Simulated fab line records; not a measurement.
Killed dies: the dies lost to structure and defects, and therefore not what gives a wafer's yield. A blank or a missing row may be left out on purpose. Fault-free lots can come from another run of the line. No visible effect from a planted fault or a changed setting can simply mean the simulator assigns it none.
Comparing a struck lot with a sound one :: flow nand-harc :: 16 steps out of a route of 1302
Sound: these wafers, L788.1, L788.2, L788.4. Struck: wafers L784.3, L784.4. At the end, the cause is stated.
Order at every step that has rows: each side's tool, ch and its chambers, its first start. Under that, the readings that differ: sound wafers :: struck wafers :: difference of the means :: sigmas: that difference in standard deviations of wafers without a fault.
alike: readings whose means differ by less than 2 such deviations, and words and numbers that are the same on both sides. not compared: withheld readings, readings that some wafer has no value for, bounds like >300 that may hide the same value, and numbers for which the record gives no deviation and whose values overlap.
A row with sigmas, a row that says differs or no value, or rows on one side alone: a step with any of these is where the two part. Numbers that have no deviation but don't overlap get no sigmas and don't part them. A reading that every wafer of one side lacks parts them only if that side has two wafers or more.

NHARC_A_DECK1_JOINT_INSPECT_05:
  struck on defect-inspect-02, day 17 00:14; sound on defect-inspect-01, day 18 14:16
  alike: raw-defect-count
then, 1 step without rows for these wafers: NHARC_A_ONON_D2_DEP_00 (target thk 1000 nm).
NHARC_A_ONON_D2_THK_MEAS_02: measures by ellipsometry.
  struck on film-metro-01, day 17 00:48; sound on film-metro-01, day 18 14:50
reading: thk-nm (nm)
sound: 996 994 994
struck: 1015 1014
difference: +20
sigmas: +2
then, 1 step without rows for these wafers: NHARC_A_ONON_D2_DEP_03 (target thk 1000 nm).
NHARC_A_ONON_D2_THK_MEAS_05: measures by ellipsometry.
  struck on film-metro-01, day 17 01:22; sound on film-metro-01, day 18 15:24
  alike: thk-nm
then, 1 step without rows for these wafers: NHARC_A_ONON_D2_DEP_06 (target thk 1000 nm).
NHARC_A_ONON_D2_THK_MEAS_08: measures by ellipsometry.
  struck on film-metro-01, day 17 01:56; sound on film-metro-01, day 18 15:58
  alike: thk-nm
then, 1 step without rows for these wafers: NHARC_A_ONON_D2_DEP_09 (target thk 1000 nm).
NHARC_A_ONON_D2_THK_MEAS_11: measures by ellipsometry.
  struck on film-metro-01, day 17 02:31; sound on film-metro-02, day 18 16:31
  alike: thk-nm
then, 1 step without rows for these wafers: NHARC_A_ONON_D2_DEP_12 (target thk 1000 nm).
NHARC_A_ONON_D2_THK_MEAS_14: measures by ellipsometry.
  struck on film-metro-01, day 17 03:05; sound on film-metro-01, day 18 17:05
  alike: thk-nm
then, 1 step without rows for these wafers: NHARC_A_ONON_D2_ANNEAL_15 (time 3600 s).
NHARC_A_ONON_D2_DEP_16: target thk 1000 nm.
  sound on pecvd-onon-03 ch 0, day 19 00:08; struck on pecvd-onon-01 ch 0, day 17 10:07
  alike: n2o-flow-sccm
NHARC_A_ONON_D2_THK_MEAS_18: measures by ellipsometry.
  struck on film-metro-02, day 17 10:31; sound on film-metro-02, day 19 00:38
reading: thk-nm (nm)
sound: 983 982 980
struck: 1894 1895
difference: +913
sigmas: +99 or more
then, 1 step without rows for these wafers: NHARC_A_ONON_D2_DEP_19 (target thk 1000 nm).
-- the record jumps here: 12 days lie between the struck wafers' starts before and after (it left off in module A_ONON_D2 and takes up again in module END, whose first step shown is number 1302 of the route) --
NHARC_END_SORT_01:
  only the struck wafers appear in the record here, on prober-01 ch 0 at day 29 02:15; the sound ones have no rows

WHERE THEY PART
At NHARC_A_ONON_D2_THK_MEAS_02 first; at NHARC_END_SORT_01 last (within this record only).

WHY: what the simulator had put in
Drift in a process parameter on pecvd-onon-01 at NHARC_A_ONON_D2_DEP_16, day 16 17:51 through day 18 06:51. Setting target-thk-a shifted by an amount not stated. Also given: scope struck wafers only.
